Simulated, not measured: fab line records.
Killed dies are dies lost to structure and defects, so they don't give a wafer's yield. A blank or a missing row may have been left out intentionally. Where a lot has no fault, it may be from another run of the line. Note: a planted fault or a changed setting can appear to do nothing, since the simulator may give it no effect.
fab line records -- flow n5Finfet
record: lots: 5, wafers: 15, lastDay: 15
route steps=1938 shown BEOL_M13@1672
lots untouched by any fault: they come from a run of this same line in which no faults occurred
startH: hours from the record's first day to the start of the lot's first wafer shown -- waitH: hours elapsed since this lot's preceding step -- " identical to the entry in the row above -- L1.1+2: a row that stands for several wafers -- - value missing, or start not given -- * or withheld: withheld -- < > ~ a bound
route shown NAME@n: names a module that has steps shown in the file, with the first one's number in the route -- usual: mean/standard deviation of fault-free wafers -- same: alike in all rows -- chamber/n: place in a boat -- sites: the reading at each site -- _std_site: their standard deviation -- _edge_site: inner sites' mean taken away from outer sites' mean -- radiusMm: how far each site lies from the wafer's centre -- mask NAME#n: copy n -- behind: tool/chamber where the wafer was last shaped -- hold: reason for holding the lot/hours on hold/outcome of the hold -- device: transistor that didn't switch, given as n, p or np -- end of line: the tests these same wafers got at the end of their route -- a step given without rows: its recipe and nothing more -- killed: dies lost to structure and defects at the first sort, not the wafer's yield -- map: per-die view of a wafer (x killed, . not killed, _ where there is no die)
set.NAME: the setting that was run; set.NAME@STEP: the one run at that earlier step -- model.NAME: the simulator's own value behind a step, which no gauge read
lots at selected steps of the route; one table per step, one row per wafer
services: the hour from which a tool's chamber was out of use, counted from the record's first day as startH (under 0 if before that day), plus the number of hours and why
== steps ==
step: N5_BEOL_M13_DESCUM_15
recipe: chemistry: O2, timeS: 7.9, sourcePowerW: 50, biasPowerW: 20, pressureMtorr: 20, rfFrequencyHz: 2.712e+07, tempC: 40, o2FlowSccm: 225
step: N5_BEOL_M13_ETCH_59
recipe: chemistry: N2/H2, target: BARC, targetDepthA: 890, overetchA: 267, timeS: 67.9, ionEnergyEv: 200, pressureMtorr: 30, sourceW: 840, biasW: 150, n2FlowSccm: 200, h2FlowSccm: 200
step: N5_BEOL_M13_VIA_ETCH_16
recipe: chemistry: C4F8/O2/Ar, target: SiOC, pressureMtorr: 30, sourceW: 3000, biasW: 700, Ar_flow_sccm: 400, C4F8_flow_sccm: 15, O2_flow_sccm: 8, heInnerTorr: 15, heOuterTorr: 30, targetDepthA: 9217, timeS: withheld, ionEnergyEv: 250, ends: cleared
step: N5_BEOL_M13_STRIP_63
recipe: chemistry: N2/H2, powerW: 1000, tempC: 250, h2Frac: 0.65, overashFraction: 0.3, pressureMtorr: 1000, n2FlowSccm: 1750, h2FlowSccm: 3250
step: N5_BEOL_M13_STRIP_64
recipe: chemistry: N2/H2, powerW: 1000, tempC: 250, h2Frac: 0.65, overashFraction: 0.3, pressureMtorr: withheld, n2FlowSccm: 1750, h2FlowSccm: 3250
step: N5_BEOL_M13_STRIP_71
recipe: chemistry: postEtchResidueRemover, timeS: 60, tempC: 25, removerPh: withheld, removerWaterWtPct: withheld, removerFluorideWtPct: withheld
step: N5_BEOL_M13_SRD_72
recipe: timeS: 30, tempC: 23, rinseLiquid: diw, dry: n2Spin, spinRpm: 1500, dryTimeS: 30
step: N5_BEOL_M13_COAT_65
recipe: resist: SOC, tempC: 250, timeS: 60, spinRpm: 1500, resistThkNm: 350
step: N5_BEOL_M13_COAT_66
recipe: resist: SiARC, tempC: 220, timeS: 60, spinRpm: 1500, resistThkNm: 110
step: N5_BEOL_M13_COAT_22
recipe: spinRpm: 2888, resistThkNm: 300
usual: spinSpeedRpm: 2887.9/1.9
lot.wafer,tool,chamber,startH,waitH,spinSpeedRpm,model.coat_of_BEOL_M13_COAT_22.thkNm
L667.1,lithoTrack-03,0,275.36,-,2885.1,300.4
L667.2,lithoTrack-03,0,275.36,-,2889.4,299.8
L667.3,lithoTrack-03,0,275.36,-,2885.4,299.8
L675.2,lithoTrack-03,0,316.29,-,3293.9,280.4
L675.5,lithoTrack-03,0,316.29,-,3299.4,281.2
L675.6,lithoTrack-03,0,316.29,-,3295.0,280.6
L673.2,lithoTrack-05,0,316.84,-,2890.2,299.6
L673.3,lithoTrack-05,0,316.84,-,2888.4,300.4
L673.5,lithoTrack-05,0,316.84,-,2887.2,299.8
L676.1,lithoTrack-03,0,323.85,-,3294.9,282.2
L676.3,lithoTrack-03,0,323.85,-,3294.9,281.6
L676.5,lithoTrack-03,0,323.85,-,3295.0,281.4
L678.1,lithoTrack-03,0,331.37,-,3293.2,279.4
L678.4,lithoTrack-03,0,331.37,-,3290.2,280.2
L678.6,lithoTrack-03,0,331.37,-,3292.6,279.2
step: N5_BEOL_M13_EBR_24
recipe: solvent: PGMEA, ebrWidthMm: 1.5
step: N5_BEOL_M13_SOFTBAKE_23
recipe: tempC: 130, timeS: 60
step: N5_BEOL_M13_EXPOSE_25
recipe: maskId: M13, na: 0.93, sourceShape: conventional, sigmaOuter: 0.4, polarization: unpolarized, targetCdNm: 210, doseMj: 22
step: N5_BEOL_M13_PEB_26
recipe: pebTempC: 130, pebTimeS: 90
step: N5_BEOL_M13_DEVELOP_27
recipe: developTimeS: 45, rinseLiquid: diw, dry: airSpin, devTempC: 21
step: N5_BEOL_M13_HARDBAKE_32
recipe: tempC: 130, timeS: 120
step: N5_BEOL_M13_DESCUM_33
recipe: chemistry: O2, timeS: 7.9, sourcePowerW: 50, biasPowerW: 20, pressureMtorr: 20, rfFrequencyHz: 2.712e+07, tempC: 40, o2FlowSccm: 225
step: N5_BEOL_M13_ETCH_67
recipe: chemistry: CF4, target: SiARC, targetDepthA: 1430, timeS: 238.3, ionEnergyEv: 80, pressureMtorr: 40, sourceW: 545, biasW: 36, Ar_flow_sccm: 100, cf4FlowSccm: 100, ends: cleared
usual: cf4FlowSccm: 100.01/0.3, drypumpMotorCurrentA: 5.7/0.54, etchRfOnTimeS: 237/6.1, oesProductAu: 0.68/0.072, rfFwdPowerW: 543.2/1.6, rfVppV: 183.9/1.2, showerheadPlenumPTorr: 2.13/0.078, throttleValvePct: 15.55/0.2
lot.wafer,tool,chamber,startH,waitH,cf4FlowSccm,drypumpMotorCurrentA,etchRfOnTimeS,oesProductAu,rfFwdPowerW,rfHoursCounterH,rfVppV,showerheadPlenumPTorr,throttleValvePct,model.coat_of_BEOL_M13_COAT_22.thkNm
L667.1,rieDiel-03,3,275.89,0.0,100.28,5.4,233,0.84,543.3,2,184.6,2.19,15.19,211.8
L667.2,rieDiel-03,1,275.89,0.0,100.17,6.1,239,0.72,543.9,73,182.7,2.08,15.47,211.2
L667.3,rieDiel-03,0,275.89,0.0,100.36,5.9,246,0.60,543.4,193,184.4,2.13,15.78,211.4
L675.2,rieDiel-05,2,316.82,0.0,99.96,6.7,232,0.67,543.3,146,186.0,2.22,15.24,191.8
L675.5,rieDiel-05,1,316.82,0.0,100.45,6.1,239,0.68,541.5,-,185.7,2.24,15.47,192.6
L675.6,rieDiel-05,2,316.82,0.0,99.98,6.7,235,0.67,543.8,-,184.9,2.22,15.23,191.8
L673.2,rieDiel-01,1,317.37,0.0,100.10,5.8,228,0.70,540.0,87,183.8,2.16,15.65,211
L673.3,rieDiel-01,2,317.37,0.0,99.35,5.0,237,0.79,544.2,22,185.9,2.10,15.71,211.8
L673.5,rieDiel-01,1,317.37,0.0,99.99,5.8,227,0.71,542.4,-,183.1,2.16,15.64,211.2
L676.1,rieDiel-05,0,324.38,0.0,100.45,5.6,232,0.63,541.9,165,182.3,1.98,15.66,193.4
L676.3,rieDiel-05,2,324.38,0.0,99.58,6.7,231,0.67,544.4,148,184.6,2.21,15.24,193
L676.5,rieDiel-05,0,324.38,0.0,100.81,5.6,230,0.64,538.2,-,182.0,1.98,15.65,193
L678.1,rieDiel-03,3,331.78,0.0,100.19,5.5,233,0.78,542.5,20,185.5,2.19,15.23,190.8
L678.4,rieDiel-03,1,331.78,0.0,99.61,6.1,241,0.71,543.9,92,184.4,2.08,15.51,191.4
L678.6,rieDiel-03,3,331.78,0.0,100.14,5.4,232,0.78,540.6,-,184.1,2.19,15.24,190.6
step: N5_BEOL_M13_ETCH_68
recipe: chemistry: N2/H2, target: SOC, maskMaterial: SiARC, sourceW: 3000, biasW: 350, tempC: 40, timeS: 355, ionEnergyEv: 200, pressureMtorr: 30, n2FlowSccm: 200, h2FlowSccm: 200
== services ==
tool,chamber,startH,hours,kind
rieDiel-03,3,266.40,4.3,repair
rieDiel-05,3,288.80,4.2,repair
rieDiel-03,0,289.36,5.6,repair
rieDiel-05,3,307.51,-,clean
rieDiel-05,3,307.51,-,consumableReplace:focusRing
rieDiel-05,3,307.51,17.0,scheduledDown
rieDiel-05,3,307.51,17.0,ventCycle
rieDiel-01,1,326.54,5.2,repair
rieDiel-01,3,331.80,-,clean
rieDiel-01,3,331.80,-,consumableReplace:focusRing
rieDiel-01,3,331.80,-,consumableReplace:showerhead
rieDiel-01,3,331.80,19.1,scheduledDown
rieDiel-01,3,331.80,19.1,ventCycle
== key ==
firstSign: step: N5_BEOL_M13_COAT_22, reading: spinSpeedRpm, direction: up, sigmas: 99+, usual: *, struck: *
effect none on later readings
modelEffect: step: N5_BEOL_M13_COAT_22, value: coat_of_BEOL_M13_COAT_22.thkNm, without: 299.8, struck: 280.7
modelEffect: step: N5_BEOL_M13_ETCH_67, value: coat_of_BEOL_M13_COAT_22.thkNm, without: 211.2, struck: 192
metAt N5_BEOL_M13_COAT_22
struckWafers L675.2,L675.5,L675.6,L676.1,L676.3,L676.5,L678.1,L678.4,L678.6
onsetBetween 275.36 316.29
fault: kind: processParameterDrift, tool: lithoTrack-03, chamber: -, onsetH: 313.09, steps: N5_BEOL_M13_COAT_22, channel: spinRpm, offset: *, shape: step, endH: 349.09, actsIn: *, stated: *
